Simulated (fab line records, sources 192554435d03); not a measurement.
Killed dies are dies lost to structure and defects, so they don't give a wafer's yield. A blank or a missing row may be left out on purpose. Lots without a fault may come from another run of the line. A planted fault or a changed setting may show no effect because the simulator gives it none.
fab line records | flow n5_finfet
record lots=24 wafers=72 last_day=19
route steps=1938 shown BEOL_M2@855
lots that met no fault: from a run of the same line without faults
start_h: hours from the record's first day to the start of the lot's first wafer shown | wait_h: hours since the lot's step before | " the same as in the row above | L1.1+2: a row that stands for several wafers | - no value, or no start given | * or withheld: withheld | < > ~ a bound
route shown NAME@n: a module of which the file shows steps, and the number in the route of the first | usual: mean/standard deviation of fault-free wafers | same: alike in all rows | chamber/n: place in a boat | sites: the reading at each site | _std_site: their standard deviation | _edge_site: outer sites' mean less inner sites' | radius_mm: how far each site lies from the wafer's centre | mask NAME#n: copy n | behind: the tool/chamber that last shaped the wafer | hold: why the lot was held/for how many hours/how that ended | device: the transistor (n, p or np) that didn't switch | end of line: the same wafers' tests at the end of the route | a step without rows: its recipe alone | killed: dies lost to structure and defects at the first sort, not the wafer's yield | map: a wafer's dies, x killed, . not, _ none there
set.NAME: the setting as run; set.NAME@STEP: as run at that earlier step | model.NAME: the simulator's own value behind a step, which no gauge read
steps of the route over a sample of lots; a table a step, a row a wafer
services: from which hour (start_h, from the record's first day; less than 0 if before it) a tool's chamber was out of use, for how many hours, and why
## steps
# step N5_BEOL_M2_OVL_MEAS_12
# recipe points_per_wafer=522
# usual M2_OVL=0.0/0.74
# columns lot.wafer tool chamber start_h wait_h M2_OVL[nm]
L074.1 overlay-02 0 139.83 0.0 -0.4
L074.3 " 0 " " 1.0
L074.6 " 0 " " 1.0
L075.2 overlay-01 0 147.71 0.0 -0.5
L075.4 " 0 " " 0.1
L075.6 " 0 " " -0.4
L077.1 overlay-02 0 149.23 0.0 -0.3
L077.4 " 0 " " 0.2
L077.5 " 0 " " -0.6
L076.1 overlay-02 0 158.15 0.0 1.3
L076.4 " 0 " " 0.0
L076.5 " 0 " " 0.8
L078.1 overlay-02 0 161.85 0.0 0.1
L078.3 " 0 " " -0.3
L078.4 " 0 " " 0.7
L079.1 overlay-01 0 172.75 0.0 0.3
L079.4 " 0 " " 0.6
L079.6 " 0 " " 0.7
L080.1 overlay-02 0 185.95 0.0 0.0
L080.4 " 0 " " -0.2
L080.6 " 0 " " -1.2
L081.1 overlay-01 0 192.85 0.0 -0.4
L081.3 " 0 " " 0.2
L081.4 " 0 " " 0.1
L082.3 overlay-02 0 195.70 0.0 0.1
L082.4 " 0 " " 1.2
L082.6 " 0 " " 0.3
L083.2 overlay-02 0 202.29 0.0 0.6
L083.4 " 0 " " -0.7
L083.6 " 0 " " 0.8
L084.1 overlay-02 0 205.00 0.0 -0.1
L084.4 " 0 " " -0.5
L084.6 " 0 " " -0.8
L085.2 overlay-01 0 211.08 0.0 0.1
L085.3 " 0 " " -0.9
L085.4 " 0 " " -0.6
L086.1 overlay-02 0 216.36 0.0 0.8
L086.5 " 0 " " 1.2
L086.6 " 0 " " 0.8
L087.1 overlay-01 0 217.72 0.0 -0.3
L087.2 " 0 " " 1.0
L087.5 " 0 " " -0.8
L089.2 overlay-01 0 231.19 0.0 -0.2
L089.3 " 0 " " -0.4
L089.6 " 0 " " -0.5
L088.1 overlay-02 0 231.40 0.0 1.3
L088.3 " 0 " " 1.7
L088.6 " 0 " " 0.6
L090.3 overlay-01 0 232.95 0.0 0.2
L090.4 " 0 " " -0.8
L090.5 " 0 " " -0.2
L091.1 overlay-01 0 241.94 0.0 -0.5
L091.2 " 0 " " 0.4
L091.6 " 0 " " -0.3
L092.1 overlay-01 0 247.94 0.0 -0.7
L092.2 " 0 " " 0.0
L092.6 " 0 " " 0.4
L093.1 overlay-01 0 250.44 0.0 0.0
L093.4 " 0 " " -1.6
L093.6 " 0 " " -1.9
L094.1 overlay-01 0 260.13 0.0 0.3
L094.2 " 0 " " 1.1
L094.5 " 0 " " 0.3
L095.2 overlay-02 0 261.54 0.0 0.1
L095.5 " 0 " " 0.1
L095.6 " 0 " " -0.4
L096.2 overlay-01 0 273.78 0.0 0.0
L096.4 " 0 " " 0.1
L096.5 " 0 " " -0.1
L097.2 overlay-02 0 277.84 0.0 1.0
L097.3 " 0 " " 0.8
L097.6 " 0 " " 1.4
# step N5_BEOL_M2_OVL_MEAS_29
# recipe points_per_wafer=522
# usual V1_OVL=0.1/0.59
# columns lot.wafer tool chamber start_h wait_h V1_OVL[nm]
L074.1 overlay-02 0 140.80 0.0 0.0
L074.3 " 0 " " -0.1
L074.6 " 0 " " -0.3
L075.2 overlay-02 0 148.74 0.0 1.4
L075.4 " 0 " " 0.6
L075.6 " 0 " " 0.8
L077.1 overlay-02 0 150.23 0.0 0.6
L077.4 " 0 " " -0.6
L077.5 " 0 " " 0.4
L076.1 overlay-01 0 159.37 0.0 0.4
L076.4 " 0 " " 0.6
L076.5 " 0 " " 0.1
L078.1 overlay-02 0 162.93 0.0 0.0
L078.3 " 0 " " 0.6
L078.4 " 0 " " -0.6
L079.1 overlay-02 0 173.65 0.0 -0.5
L079.4 " 0 " " -0.9
L079.6 " 0 " " 0.1
L080.1 overlay-01 0 186.98 0.0 1.0
L080.4 " 0 " " 1.4
L080.6 " 0 " " 0.0
L081.1 overlay-01 0 193.99 0.0 0.9
L081.3 " 0 " " 0.1
L081.4 " 0 " " -0.3
L082.3 overlay-02 0 196.80 0.0 -0.8
L082.4 " 0 " " 0.1
L082.6 " 0 " " -0.3
L083.2 overlay-02 0 203.17 0.0 0.7
L083.4 " 0 " " -0.2
L083.6 " 0 " " -0.5
L084.1 overlay-02 0 206.05 0.0 0.6
L084.4 " 0 " " -0.4
L084.6 " 0 " " 0.5
L085.2 overlay-02 0 212.17 0.0 -0.6
L085.3 " 0 " " -0.8
L085.4 " 0 " " -0.4
L086.1 overlay-02 0 217.82 0.0 0.2
L086.5 " 0 " " -0.4
L086.6 " 0 " " -0.8
L087.1 overlay-02 0 218.87 0.0 0.2
L087.2 " 0 " " -0.1
L087.5 " 0 " " 0.2
L089.2 overlay-01 0 232.25 0.0 -0.1
L089.3 " 0 " " 0.9
L089.6 " 0 " " -0.5
L088.1 overlay-01 0 232.35 0.0 -0.4
L088.3 " 0 " " 0.2
L088.6 " 0 " " -0.3
L090.3 overlay-02 0 233.82 0.0 0.5
L090.4 " 0 " " 1.3
L090.5 " 0 " " 0.7
L091.1 overlay-01 0 243.20 0.0 -0.2
L091.2 " 0 " " 0.1
L091.6 " 0 " " -0.3
L092.1 overlay-01 0 248.98 0.0 0.7
L092.2 " 0 " " 0.4
L092.6 " 0 " " 0.4
L093.1 overlay-01 0 251.35 0.0 -1.2
L093.4 " 0 " " -1.1
L093.6 " 0 " " -1.8
L094.1 overlay-02 0 261.76 0.0 0.6
L094.2 " 0 " " 0.5
L094.5 " 0 " " 0.3
L095.2 overlay-02 0 262.43 0.0 -0.4
L095.5 " 0 " " -0.4
L095.6 " 0 " " -0.9
L096.2 overlay-01 0 274.66 0.0 -0.1
L096.4 " 0 " " 0.1
L096.5 " 0 " " -0.6
L097.2 overlay-01 0 278.90 0.0 0.1
L097.3 " 0 " " 0.7
L097.6 " 0 " " 0.5
# step N5_BEOL_M2_SPUTTER_48
# recipe material=Cu target_thk_a=45 temp_c=-20 chamber_pressure_pa=0.07 power_w=withheld time_s=8.29
# usual throttle_valve_pct=29.9/1.1
# columns lot.wafer tool chamber start_h wait_h throttle_valve_pct
L074.1 pvd_sputter-01 - 156.88 0.2 30.0
L074.3 " - " " 27.6
L074.6 " - " " 29.4
L076.1 pvd_sputter-03 - 173.36 0.1 30.7
L076.4 " - " " 28.6
L076.5 " - " " 28.8
L077.1 pvd_sputter-03 - 188.98 0.1 29.0
L077.4 " - " " 30.6
L077.5 " - " " 30.9
L075.2 pvd_sputter-01 - 190.70 1.6 31.0
L075.4 " - " " 30.0
L075.6 " - " " 31.1
L078.1 pvd_sputter-02 - 193.62 0.2 31.6
L078.3 " - " " 29.5
L078.4 " - " " 30.5
L079.1 pvd_sputter-03 - 196.58 0.1 30.7
L079.4 " - " " 29.2
L079.6 " - " " 30.7
L080.1 pvd_sputter-03 - 203.80 0.1 29.1
L080.4 " - " " 30.7
L080.6 " - " " 29.1
L081.1 pvd_sputter-03 - 217.65 0.2 29.1
L081.3 " - " " 30.3
L081.4 " - " " 28.2
L082.3 pvd_sputter-01 - 221.26 0.1 30.9
L082.4 " - " " 29.6
L082.6 " - " " 30.0
L083.2 pvd_sputter-02 - 222.26 0.2 29.6
L083.4 " - " " 29.4
L083.6 " - " " 30.2
L084.1 pvd_sputter-03 - 227.90 0.1 30.7
L084.4 " - " " 28.9
L084.6 " - " " 28.6
L085.2 pvd_sputter-02 - 242.63 0.2 31.8
L085.3 " - " " 29.7
L085.4 " - " " 29.6
L086.1 pvd_sputter-02 - 249.55 0.6 30.5
L086.5 " - " " 29.8
L086.6 " - " " 31.8
L087.1 pvd_sputter-03 - 253.14 0.3 30.6
L087.2 " - " " 29.2
L087.5 " - " " 28.3
L090.3 pvd_sputter-02 - 263.36 0.1 30.1
L090.4 " - " " 29.5
L090.5 " - " " 30.3
L089.2 pvd_sputter-01 - 263.67 0.4 31.0
L089.3 " - " " 29.9
L089.6 " - " " 27.8
L088.1 pvd_sputter-03 - 265.98 0.1 30.4
L088.3 " - " " 28.6
L088.6 " - " " 29.2
L091.1 pvd_sputter-01 - 266.87 0.3 29.6
L091.2 " - " " 31.0
L091.6 " - " " 27.8
L092.1 pvd_sputter-01 - 278.33 0.1 29.4
L092.2 " - " " 27.5
L092.6 " - " " 29.8
L093.1 pvd_sputter-01 - 280.17 1.7 30.0
L093.4 " - " " 29.6
L093.6 " - " " 29.6
L094.1 pvd_sputter-02 - 292.09 0.1 30.0
L094.2 " - " " 31.8
L094.5 " - " " 31.4
L095.2 pvd_sputter-02 - 301.86 0.3 29.4
L095.5 " - " " 29.5
L095.6 " - " " 31.8
L096.2 pvd_sputter-01 - 304.71 0.2 31.0
L096.4 " - " " 30.0
L096.5 " - " " 31.1
L097.2 pvd_sputter-02 - 309.22 0.1 29.8
L097.3 " - " " 29.8
L097.6 " - " " 31.5
# step N5_BEOL_M2_ANNEAL_80
# recipe temp_c=400 time_s=240 ambient=vacuum
# usual heater_power_w=783/93
# columns lot.wafer tool chamber start_h wait_h heater_power_w
L074.1 pvd_sputter-01 - 157.18 0.0 783
L074.3 " - " " 860
L074.6 " - " " 885
L076.1 pvd_sputter-03 - 173.66 0.0 688
L076.4 " - " " 866
L076.5 " - " " 654
L077.1 pvd_sputter-03 - 189.28 0.0 666
L077.4 " - " " 729
L077.5 " - " " 677
L075.2 pvd_sputter-01 - 191.00 0.0 743
L075.4 " - " " 751
L075.6 " - " " 758
L078.1 pvd_sputter-02 - 193.92 0.0 712
L078.3 " - " " 834
L078.4 " - " " 712
L079.1 pvd_sputter-03 - 196.88 0.0 705
L079.4 " - " " 658
L079.6 " - " " 713
L080.1 pvd_sputter-03 - 204.10 0.0 669
L080.4 " - " " 719
L080.6 " - " " 673
L081.1 pvd_sputter-03 - 217.95 0.0 656
L081.3 " - " " 705
L081.4 " - " " 852
L082.3 pvd_sputter-01 - 221.56 0.0 720
L082.4 " - " " 866
L082.6 " - " " 794
L083.2 pvd_sputter-02 - 222.56 0.0 938
L083.4 " - " " 824
L083.6 " - " " 702
L084.1 pvd_sputter-03 - 228.20 0.0 706
L084.4 " - " " 663
L084.6 " - " " 856
L085.2 pvd_sputter-02 - 242.93 0.0 689
L085.3 " - " " 996
L085.4 " - " " 824
L086.1 pvd_sputter-02 - 249.85 0.0 718
L086.5 " - " " 981
L086.6 " - " " 701
L087.1 pvd_sputter-03 - 253.44 0.0 714
L087.2 " - " " 653
L087.5 " - " " 881
L090.3 pvd_sputter-02 - 263.66 0.0 719
L090.4 " - " " 822
L090.5 " - " " 717
L089.2 pvd_sputter-01 - 263.97 0.0 721
L089.3 " - " " 790
L089.6 " - " " 885
L088.1 pvd_sputter-03 - 266.28 0.0 677
L088.3 " - " " 844
L088.6 " - " " 671
L091.1 pvd_sputter-01 - 267.17 0.0 882
L091.2 " - " " 729
L091.6 " - " " 879
L092.1 pvd_sputter-01 - 278.63 0.0 867
L092.2 " - " " 867
L092.6 " - " " 779
L093.1 pvd_sputter-01 - 280.47 0.0 798
L093.4 " - " " 881
L093.6 " - " " 879
L094.1 pvd_sputter-02 - 292.39 0.0 965
L094.2 " - " " 693
L094.5 " - " " 711
L095.2 pvd_sputter-02 - 302.16 0.0 814
L095.5 " - " " 796
L095.6 " - " " 694
L096.2 pvd_sputter-01 - 305.01 0.0 730
L096.4 " - " " 784
L096.5 " - " " 712
L097.2 pvd_sputter-02 - 309.52 0.0 795
L097.3 " - " " 946
L097.6 " - " " 705
# step N5_BEOL_M2_ANNEAL_91
# recipe temp_c=400 time_s=240 ambient=vacuum
# usual heater_power_w=785/95
# columns lot.wafer tool chamber start_h wait_h heater_power_w
L074.1 pvd_sputter-01 - 158.06 0.0 783
L074.3 " - " " 869
L074.6 " - " " 877
L076.1 pvd_sputter-03 - 174.54 0.0 688
L076.4 " - " " 860
L076.5 " - " " 658
L077.1 pvd_sputter-03 - 190.16 0.0 654
L077.4 " - " " 703
L077.5 " - " " 695
L075.2 pvd_sputter-01 - 191.88 0.0 737
L075.4 " - " " 793
L075.6 " - " " 728
L078.1 pvd_sputter-02 - 194.80 0.0 701
L078.3 " - " " 804
L078.4 " - " " 676
L079.1 pvd_sputter-03 - 197.76 0.0 709
L079.4 " - " " 672
L079.6 " - " " 723
L080.1 pvd_sputter-03 - 204.98 0.0 656
L080.4 " - " " 726
L080.6 " - " " 646
L081.1 pvd_sputter-03 - 218.83 0.0 658
L081.3 " - " " 713
L081.4 " - " " 852
L082.3 pvd_sputter-01 - 222.44 0.0 725
L082.4 " - " " 896
L082.6 " - " " 817
L083.2 pvd_sputter-02 - 223.44 0.0 966
L083.4 " - " " 805
L083.6 " - " " 715
L084.1 pvd_sputter-03 - 229.08 0.0 723
L084.4 " - " " 656
L084.6 " - " " 886
L085.2 pvd_sputter-02 - 243.81 0.0 687
L085.3 " - " " 969
L085.4 " - " " 839
L086.1 pvd_sputter-02 - 250.73 0.0 695
L086.5 " - " " 948
L086.6 " - " " 714
L087.1 pvd_sputter-03 - 254.32 0.0 701
L087.2 " - " " 651
L087.5 " - " " 870
L090.3 pvd_sputter-02 - 264.54 0.0 712
L090.4 " - " " 806
L090.5 " - " " 714
L089.2 pvd_sputter-01 - 264.85 0.0 736
L089.3 " - " " 766
L089.6 " - " " 896
L088.1 pvd_sputter-03 - 267.16 0.0 684
L088.3 " - " " 878
L088.6 " - " " 661
L091.1 pvd_sputter-01 - 268.05 0.0 883
L091.2 " - " " 718
L091.6 " - " " 865
L092.1 pvd_sputter-01 - 279.51 0.0 890
L092.2 " - " " 885
L092.6 " - " " 800
L093.1 pvd_sputter-01 - 281.35 0.0 798
L093.4 " - " " 884
L093.6 " - " " 878
L094.1 pvd_sputter-02 - 293.27 0.0 957
L094.2 " - " " 709
L094.5 " - " " 693
L095.2 pvd_sputter-02 - 303.04 0.0 813
L095.5 " - " " 826
L095.6 " - " " 688
L096.2 pvd_sputter-01 - 305.89 0.0 736
L096.4 " - " " 800
L096.5 " - " " 741
L097.2 pvd_sputter-02 - 310.40 0.0 794
L097.3 " - " " 960
L097.6 " - " " 697
# step N5_BEOL_M2_ANNEAL_93
# recipe temp_c=400 time_s=240 ambient=vacuum
# usual heater_power_w=784/95
# columns lot.wafer tool chamber start_h wait_h heater_power_w
L074.1 pvd_sputter-01 - 158.28 0.0 780
L074.3 " - " " 880
L074.6 " - " " 867
L076.1 pvd_sputter-03 - 174.76 0.0 661
L076.4 " - " " 863
L076.5 " - " " 662
L077.1 pvd_sputter-03 - 190.38 0.0 668
L077.4 " - " " 719
L077.5 " - " " 704
L075.2 pvd_sputter-01 - 192.10 0.0 734
L075.4 " - " " 787
L075.6 " - " " 715
L078.1 pvd_sputter-02 - 195.02 0.0 700
L078.3 " - " " 817
L078.4 " - " " 706
L079.1 pvd_sputter-03 - 197.98 0.0 703
L079.4 " - " " 655
L079.6 " - " " 710
L080.1 pvd_sputter-03 - 205.20 0.0 650
L080.4 " - " " 711
L080.6 " - " " 654
L081.1 pvd_sputter-03 - 219.05 0.0 669
L081.3 " - " " 716
L081.4 " - " " 881
L082.3 pvd_sputter-01 - 222.66 0.0 729
L082.4 " - " " 888
L082.6 " - " " 794
L083.2 pvd_sputter-02 - 223.66 0.0 955
L083.4 " - " " 834
L083.6 " - " " 702
L084.1 pvd_sputter-03 - 229.30 0.0 708
L084.4 " - " " 665
L084.6 " - " " 878
L085.2 pvd_sputter-02 - 244.03 0.0 709
L085.3 " - " " 985
L085.4 " - " " 821
L086.1 pvd_sputter-02 - 250.95 0.0 720
L086.5 " - " " 971
L086.6 " - " " 716
L087.1 pvd_sputter-03 - 254.54 0.0 714
L087.2 " - " " 645
L087.5 " - " " 874
L090.3 pvd_sputter-02 - 264.76 0.0 697
L090.4 " - " " 781
L090.5 " - " " 713
L089.2 pvd_sputter-01 - 265.07 0.0 725
L089.3 " - " " 787
L089.6 " - " " 881
L088.1 pvd_sputter-03 - 267.38 0.0 695
L088.3 " - " " 885
L088.6 " - " " 653
L091.1 pvd_sputter-01 - 268.27 0.0 890
L091.2 " - " " 735
L091.6 " - " " 868
L092.1 pvd_sputter-01 - 279.73 0.0 887
L092.2 " - " " 871
L092.6 " - " " 796
L093.1 pvd_sputter-01 - 281.57 0.0 792
L093.4 " - " " 887
L093.6 " - " " 888
L094.1 pvd_sputter-02 - 293.49 0.0 983
L094.2 " - " " 686
L094.5 " - " " 706
L095.2 pvd_sputter-02 - 303.26 0.0 820
L095.5 " - " " 805
L095.6 " - " " 712
L096.2 pvd_sputter-01 - 306.11 0.0 710
L096.4 " - " " 779
L096.5 " - " " 727
L097.2 pvd_sputter-02 - 310.62 0.0 807
L097.3 " - " " 962
L097.6 " - " " 708
## services
# columns tool chamber start_h hours kind
pvd_sputter-02 - 228.43 5.9 repair
## key
fault none
